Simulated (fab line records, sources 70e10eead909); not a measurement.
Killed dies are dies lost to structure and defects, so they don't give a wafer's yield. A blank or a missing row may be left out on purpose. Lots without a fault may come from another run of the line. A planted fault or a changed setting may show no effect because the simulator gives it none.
fab line records | flow nand_harc
record lots=14 wafers=42 last_day=24
route steps=1159 shown A_WL_FILL@826 A_BONDPAD@1085 THIN_TSV@1103 END@1159
lots that met no fault: from a run of the same line without faults
start_h: hours from the record's first day to the start of the lot's first wafer shown | wait_h: hours since the lot's step before | " the same as in the row above | L1.1+2: a row that stands for several wafers | - no value, or no start given | * or withheld: withheld | < > ~ a bound
route shown NAME@n: a module of which the file shows steps, and the number in the route of the first | usual: mean/standard deviation of fault-free wafers | same: alike in all rows | chamber/n: place in a boat | sites: the reading at each site | _std_site: their standard deviation | _edge_site: outer sites' mean less inner sites' | radius_mm: how far each site lies from the wafer's centre | mask NAME#n: copy n | behind: the tool/chamber that last shaped the wafer | hold: why the lot was held/for how many hours/how that ended | device: the transistor (n, p or np) that didn't switch | end of line: the same wafers' tests at the end of the route | a step without rows: its recipe alone | killed: dies lost to structure and defects at the first sort, not the wafer's yield | map: a wafer's dies, x killed, . not, _ none there
set.NAME: the setting as run; set.NAME@STEP: as run at that earlier step | model.NAME: the simulator's own value behind a step, which no gauge read
steps of the route over a sample of lots; a table a step, a row a wafer
services: from which hour (start_h, from the record's first day; less than 0 if before it) a tool's chamber was out of use, for how many hours, and why
## steps
# step NHARC_A_WL_FILL_PRECLEAN_18
# recipe time_s=30 chemistry=dHF
# columns lot.wafer tool chamber start_h wait_h
L700.1+3+4 wet_bench-06 1,3,5 354.42 0.1
L698.6+2+1 wet_bench-06 5,6,1 360.27 0.1
L697.1+4+3 wet_bench-05 1,4,6 360.34 0.2
L701.4+3+1 wet_bench-06 1,4,6 360.52 0.1
L696.2+5+1 wet_bench-03 7,0,1 363.26 0.2
L699.3+4+2 wet_bench-03 2,5,6 364.91 0.1
L702.3+4+6 wet_bench-06 7,1,3 384.35 0.1
L705.6+2+1 wet_bench-06 1,3,4 396.38 0.1
L704.2+1+5 wet_bench-06 5,7,0 399.63 0.2
L706.4+1+3 wet_bench-06 0,2,3 408.32 0.1
L716.6+1+2 wet_bench-03 6,7,1 462.80 0.1
L719.4+2+6 wet_bench-05 4,5,0 477.60 0.1
L717.1+6+4 wet_bench-06 2,3,6 477.83 0.3
L718.3+6+2 wet_bench-06 3,4,7 480.55 0.1
# step NHARC_A_BONDPAD_PVD_27
# recipe target_thk_a=300 chamber_pressure_pa=5 power_w=5000 substrate_temp_c=30 time_s=20.49 material=Cu
# usual throttle_valve_pct=29.9/1.1
# columns lot.wafer tool chamber start_h wait_h throttle_valve_pct
L700.4 pvd_sputter-03 - - - 31.7
L700.3 " - " " 29.8
L700.1 " - " " 29.1
L698.1 pvd_sputter-02 - - - 29.7
L698.2 " - " " 30.4
L698.6 " - " " 29.9
L701.3 pvd_sputter-03 - - - 28.9
L701.4 " - " " 31.4
L701.1 " - " " 29.6
L697.1 pvd_sputter-03 - - - 29.7
L697.4 " - " " 28.6
L697.3 " - " " 31.7
L696.1 pvd_sputter-02 - - - 31.0
L696.2 " - " " 30.4
L696.5 " - " " 31.4
L699.2 pvd_sputter-01 - - - 30.1
L699.3 " - " " 26.9
L699.4 " - " " 29.5
L702.3 pvd_sputter-03 - - - 31.6
L702.4 " - " " 29.6
L702.6 " - " " 29.5
L705.1 pvd_sputter-02 - - - 29.4
L705.2 " - " " 30.9
L705.6 " - " " 29.4
L704.2 pvd_sputter-03 - - - 29.0
L704.1 " - " " 29.5
L704.5 " - " " 29.0
L706.4 pvd_sputter-02 - - - 29.4
L706.3 " - " " 29.8
L706.1 " - " " 30.4
L716.2 pvd_sputter-02 - - - 30.5
L716.1 " - " " 29.8
L716.6 " - " " 31.2
L719.2 pvd_sputter-03 - - - 30.7
L719.4 " - " " 29.4
L719.6 " - " " 30.8
L717.4 pvd_sputter-02 - - - 30.3
L717.1 " - " " 31.2
L717.6 " - " " 29.7
L718.2 pvd_sputter-03 - - - 29.4
L718.3 " - " " 31.0
L718.6 " - " " 29.6
# step NHARC_THIN_TSV_THK_MEAS_02
# recipe thk_meas_gauge=ir
# usual thk_nm=2970/190
# columns lot.wafer tool chamber start_h wait_h thk_nm
L700.1 film_metro-01 - 431.73 - 3402
L700.3 " - " " 3163
L700.4 " - " " 3092
L701.1 film_metro-02 - 436.83 0.2 2756
L701.3 " - " " 2795
L701.4 " - " " 2640
L698.1 film_metro-02 - 438.05 0.2 2770
L698.2 " - " " 2922
L698.6 " - " " 2877
L697.1 film_metro-02 - 439.26 - 2639
L697.3 " - " " 2706
L697.4 " - " " 2484
L696.1 film_metro-01 - 447.46 0.2 2906
L696.2 " - " " 2801
L696.5 " - " " 2936
L699.2 film_metro-01 - 448.66 0.2 2802
L699.3 " - " " 3147
L699.4 " - " " 2815
L702.3 film_metro-01 - 454.13 0.2 2870
L702.4 " - " " 2845
L702.6 " - " " 2829
L705.1 film_metro-01 - 464.69 - 3252
L705.2 " - " " 3309
L705.6 " - " " 2970
L704.1 film_metro-01 - 470.44 - 2819
L704.2 " - " " 2970
L704.5 " - " " 2850
L706.1 film_metro-02 - 471.66 - 3098
L706.3 " - " " 3129
L706.4 " - " " 3356
L716.1 film_metro-02 - 534.02 0.2 2918
L716.2 " - " " 3010
L716.6 " - " " 3080
L719.2 film_metro-02 - 546.43 0.2 2834
L719.4 " - " " 3146
L719.6 " - " " 2968
L718.2 film_metro-02 - 551.50 - 2991
L718.3 " - " " 2568
L718.6 " - " " 2861
L717.1 film_metro-01 - 552.68 - 2814
L717.4 " - " " 3055
L717.6 " - " " 2691
# step NHARC_THIN_TSV_ETCH_36
# recipe target_depth_a=650 over_etch_frac=0.3 time_s=18.571 ion_energy_ev=150 chemistry=Cl2/BCl3
# usual chamber_pressure_mTorr=10.000/0.0089 drypump_motor_current_A=5.7/0.41 oes_product_au=1.001/0.0072
# columns lot.wafer tool chamber start_h wait_h chamber_pressure_mTorr drypump_motor_current_A oes_product_au rf_hours_counter_h
L700.1 rie_metal-01 0 439.50 0.4 9.995 5.3 1.006 4.4
L700.3 " 0 " " 9.999 5.2 1.011 -
L700.4 " 0 " " 9.998 5.2 1.003 -
L701.1 rie_metal-01 0 444.34 0.2 10.004 5.2 1.007 4.7
L701.3 " 0 " " 9.995 5.2 1.000 -
L701.4 " 1 " " 9.988 6.2 1.003 -
L698.1 rie_metal-02 0 445.60 0.2 10.001 5.5 1.002 1.7
L698.2 " 1 " " 9.996 5.9 1.000 1.7
L698.6 " 1 " " 9.995 5.9 1.008 -
L697.1 rie_metal-03 1 446.96 0.2 9.995 6.2 1.000 4.7
L697.3 " 0 " " 10.010 5.0 0.996 -
L697.4 " 1 " " 9.989 6.2 0.994 -
L696.2 rie_metal-02 1 455.38 0.2 10.020 5.9 1.008 2.0
L696.1 " 0 " " 10.009 5.5 0.997 2.0
L696.5 " 0 " " 10.013 5.5 1.011 -
L699.2 rie_metal-01 1 456.61 0.2 10.007 6.2 0.998 2.8
L699.4 " 1 " " 9.975 6.2 1.007 -
L699.3 " 0 " " 9.987 5.2 1.001 -
L702.4 rie_metal-02 1 461.63 0.2 10.006 5.9 1.013 -
L702.3 " 0 " " 10.007 5.5 0.995 -
L702.6 " 1 " " 9.993 5.9 0.997 -
L705.1 rie_metal-02 0 472.37 0.2 9.998 5.5 1.004 2.6
L705.2 " 1 " " 10.003 5.9 1.007 2.6
L705.6 " 0 " " 10.008 5.5 0.995 -
L704.2 rie_metal-02 0 477.94 0.2 10.008 5.5 0.996 2.9
L704.1 " 1 " " 9.983 5.9 1.006 2.9
L704.5 " 1 " " 9.996 5.9 0.999 -
L706.1 rie_metal-03 0 479.34 0.2 10.002 5.0 1.002 0.5
L706.3 " 0 " " 10.006 5.0 1.006 -
L706.4 " 1 " " 10.012 6.2 0.992 -
L716.1 rie_metal-01 0 541.66 0.2 10.011 5.2 0.996 0.7
L716.2 " 1 " " 10.006 6.2 0.997 0.7
L716.6 " 0 " " 9.984 5.2 0.998 -
L719.2 rie_metal-03 0 553.92 0.2 9.995 5.0 1.008 2.3
L719.4 " 0 " " 9.998 5.0 0.999 -
L719.6 " 0 " " 9.995 5.0 1.006 -
L718.2 rie_metal-02 1 558.92 0.2 10.002 6.0 1.007 5.6
L718.3 " 1 " " 10.000 5.9 0.998 -
L718.6 " 1 " " 9.991 6.0 1.006 -
L717.1 rie_metal-03 1 560.09 0.2 9.996 6.2 0.997 2.5
L717.4 " 1 " " 10.006 6.2 0.996 -
L717.6 " 0 " " 9.999 5.0 0.995 -
# step NHARC_END_SORT_01
# recipe temp_c=25
# usual killed_at_array=27/9.3 killed_at_other=0.9/1.3 killed_at_periphery=3.6/2.7 killed_dies=31/9.7 killed_open=3.3/1.8 killed_short=2.0/1.5
# same gross_dies=677
# columns lot.wafer tool chamber start_h wait_h killed_at_array killed_at_other killed_at_periphery killed_dies killed_open killed_short
L704.1 prober-02 0 487.91 2.5 110 0 4 114 5 0
L704.2 prober-02 0 488.70 2.8 107 0 1 108 1 3
L704.5 prober-02 0 491.07 3.7 85 1 2 88 4 1
L706.1 prober-01 0 488.55 2.6 63 2 2 67 1 0
L706.3 prober-01 0 490.14 3.1 79 4 6 89 3 0
L706.4 prober-01 0 490.93 3.4 93 0 8 101 3 2
# killed by level:class
L704.1 A_WL_FILL:unspecified=92 A_STAIRCASE:chamber_film_flake=7 A_CHANNEL_HOLE_D1:chamber_film_flake=5 A_CONTACT:chamber_film_flake=2 P_GATE:geometric_particle:open=1 P_CONTACT:geometric_particle:open=1 A_WL_FILL:geometric_particle:open=1 A_CONTACT:geometric_particle:open=1
L706.1 A_WL_FILL:unspecified=38 A_SLIT:chamber_film_flake=14 A_CHANNEL_HOLE_D1:chamber_film_flake=4 A_WL_FILL:chamber_film_flake=3 A_CONTACT:chamber_film_flake=3 P_ZERO_WELL:chamber_film_flake=2 THIN_TSV:chamber_film_flake=2 A_CONTACT:geometric_particle:open=1
L704.2 A_WL_FILL:unspecified=92 A_STAIRCASE:chamber_film_flake=5 A_SGD_CUT:chamber_film_flake=3 A_CHANNEL_FILL_D1:geometric_particle:short=2 A_CONTACT:chamber_film_flake=2 A_SOURCE_PLATE:geometric_particle:short=1 A_M0:geometric_particle:open=1 P_CONTACT:chamber_film_flake=1
L706.3 A_WL_FILL:unspecified=56 A_SLIT:chamber_film_flake=12 P_ZERO_WELL:chamber_film_flake=4 A_CHANNEL_HOLE_D1:chamber_film_flake=4 THIN_TSV:chamber_film_flake=4 A_CONTACT:chamber_film_flake=2 P_STI:geometric_particle:open=1 A_ONON_D1:geometric_particle:open=1
L706.4 A_WL_FILL:unspecified=67 A_SLIT:chamber_film_flake=10 A_CHANNEL_HOLE_D1:chamber_film_flake=7 P_ZERO_WELL:chamber_film_flake=3 A_STAIRCASE:chamber_film_flake=3 P_STI:chamber_film_flake=2 A_CONTACT:chamber_film_flake=2 P_CONTACT:geometric_particle:open=1
L704.5 A_WL_FILL:unspecified=65 A_STAIRCASE:chamber_film_flake=6 A_CONTACT:chamber_film_flake=4 A_CHANNEL_HOLE_D1:chamber_film_flake=3 P_CONTACT:chamber_film_flake=2 A_M0:geometric_particle:open=2 A_SGD_CUT:geometric_particle:open=1 A_WL_FILL:geometric_particle:short=1
## services
# columns tool chamber start_h hours kind
rie_metal-01 - 332.00 9.0 pm
pvd_sputter-02 - 338.21 4.5 repair
pvd_sputter-02 - 353.17 2.2 repair
wet_bench-05 - 370.65 1.9 repair
wet_bench-05 - 372.82 8.0 pm
pvd_sputter-03 - 375.89 5.3 repair
rie_metal-03 - 385.39 0.6 repair
rie_metal-02 - 388.00 9.0 pm
rie_metal-01 1 390.82 50.1 repair
pvd_sputter-02 - 395.93 0.7 repair
pvd_sputter-02 - 409.39 10.0 pm
pvd_sputter-03 - 415.55 3.1 repair
rie_metal-03 - 453.00 9.0 pm
pvd_sputter-03 - 458.05 10.0 pm
rie_metal-01 - 460.73 0.6 repair
rie_metal-01 - 468.39 0.4 repair
rie_metal-01 1 472.31 5.4 repair
wet_bench-06 - 481.60 8.0 pm
wet_bench-03 - 498.40 8.0 pm
rie_metal-01 - 509.00 9.0 pm
wet_bench-06 - 512.13 3.0 repair
pvd_sputter-03 - 531.28 1.0 repair
pvd_sputter-02 - 543.21 3.5 repair
pvd_sputter-02 - 559.69 4.5 repair
## key
first_sign step=NHARC_END_SORT_01 reading=killed_at_array direction=up sigmas=6.8 usual=27 struck=90
effect step=NHARC_END_SORT_01 reading=killed_dies direction=up sigmas=6.6 usual=31 struck=94
more_kills_born_at NHARC_A_WL_FILL_PRECLEAN_18@wet_bench-06=410
met_at NHARC_A_WL_FILL_PRECLEAN_18
struck_lots L704,L706
tester_left_out L704,L706
not_acting_at NHARC_A_BONDPAD_PVD_27,NHARC_THIN_TSV_THK_MEAS_02,NHARC_THIN_TSV_ETCH_36
onset_between 396.38 399.63
fault kind=chamber_particle_source tool=wet_bench-06 chamber=- onset_h=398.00 steps=NHARC_A_WL_FILL_PRECLEAN_18 rate_per_visit_cm2=1.5332 end_h=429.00
# tester_left_out: of these lots the tester's yield and bins aren't shown, on N5 and GAA mostly nor the transistor test; their killed dies are dies lost to structure and defects alone, not to doping, threshold or leakage, so they don't give the yield
